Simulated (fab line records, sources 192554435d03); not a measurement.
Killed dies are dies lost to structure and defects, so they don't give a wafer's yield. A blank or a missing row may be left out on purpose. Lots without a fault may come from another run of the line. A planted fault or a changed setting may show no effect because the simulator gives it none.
Problem report in the 8D (eight disciplines) form, filled by code | flow n5_finfet | the parts of the form that need people (team, actions taken, sign-off) are left out

1. THE PROBLEM
time_to_endpoint_s at N5_BEOL_M11_CMP_52 reads a mean of 127 s on 4 wafers of 3 lots; wafers without a fault read 66 s with a standard deviation of 3.3. That is +19 standard deviations from the usual mean.
The step: polishes, stops on SiCOH lowk, t overpolish 7 s, target thk 140 nm.
First seen on wafer L969.2, day 15 14:28, on cmp-01. The record holds 32 wafers of 11 lots with a number at this step. Rule for "out", or "out of limits": more than 4 standard deviations from the usual mean. The other wafers with a number count as sound.

2. WHAT IT IS AND WHAT IT IS NOT
question                    | is                             | is not
which readings at this step | time_to_endpoint_s             | motor_current_A, platen_rpm
which lots                  | L969, L971, L973               | L952, L956, L957, L958, L959, L960, L962, L968
which wafers of those lots  | L969.2, L971.5, L973.2, L973.5 | L969.3, L969.6, L971.3, L971.6
read on which tools         | cmp-01, cmp-03                 | cmp-02
when                        | from day 15 14:28              | up to then (26 sound wafers); but 2 sound wafers of L971 came after

3. SUSPECTS, AND WHAT RULES EACH OUT
Counting: a tool at a process step up to the reading stays a suspect if it ran every lot that is out. Sound lots after the first of them don't rule it out here, since some wafers of a struck lot are sound.
- ecd_cu-02 at N5_BEOL_M11_ECD_50 (material Cu, target thk 318 nm): kept. It ran every lot that is out, first L969 (day 15 13:20); its last sound lot up to then is L968 (day 15 12:07).
Left after counting: ecd_cu-02 at N5_BEOL_M11_ECD_50.

4. THE CAUSE (what the simulator had put in)
Process parameter drift: ecd_cu-02, from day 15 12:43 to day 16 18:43, at N5_BEOL_M11_ECD_50. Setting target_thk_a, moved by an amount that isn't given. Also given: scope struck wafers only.
Counting left only this tool.

5. THE CHAIN OF EFFECTS, in route order
Each row: a reading whose mean over the struck wafers that have a number lies more than 3 standard deviations from the usual. Only readings for which the record gives a usual standard deviation are gone through. hours: the time from each lot's start at the first step in this table that gives one to its start at this step, as a median over the lots. sigmas: the change in usual standard deviations.
hours | step               | reading            | usual | on struck wafers | change | sigmas
0     | N5_BEOL_M11_CMP_52 | time_to_endpoint_s | 66 s  | 127              | +61    | +19
The process steps in it:
- N5_BEOL_M11_CMP_52: polishes, stops on SiCOH lowk, t overpolish 7 s, target thk 140 nm.
Later measuring or inspecting steps at which every struck wafer that the step has a row for has a number for every such reading, and none has moved that far: N5_BEOL_M11_RS_MEAS_57, N5_BEOL_M12_THK_MEAS_01.

6. WHAT WOULD HAVE CAUGHT IT SOONER
In this record the first reading out of limits was taken at day 15 14:28, 2 hours after the fault began at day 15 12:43.
Of the lots that are out (3), L971, L973 began N5_BEOL_M11_ECD_50 on ecd_cu-02 after day 15 14:28. A hold on the tool at that time would have spared those 2.
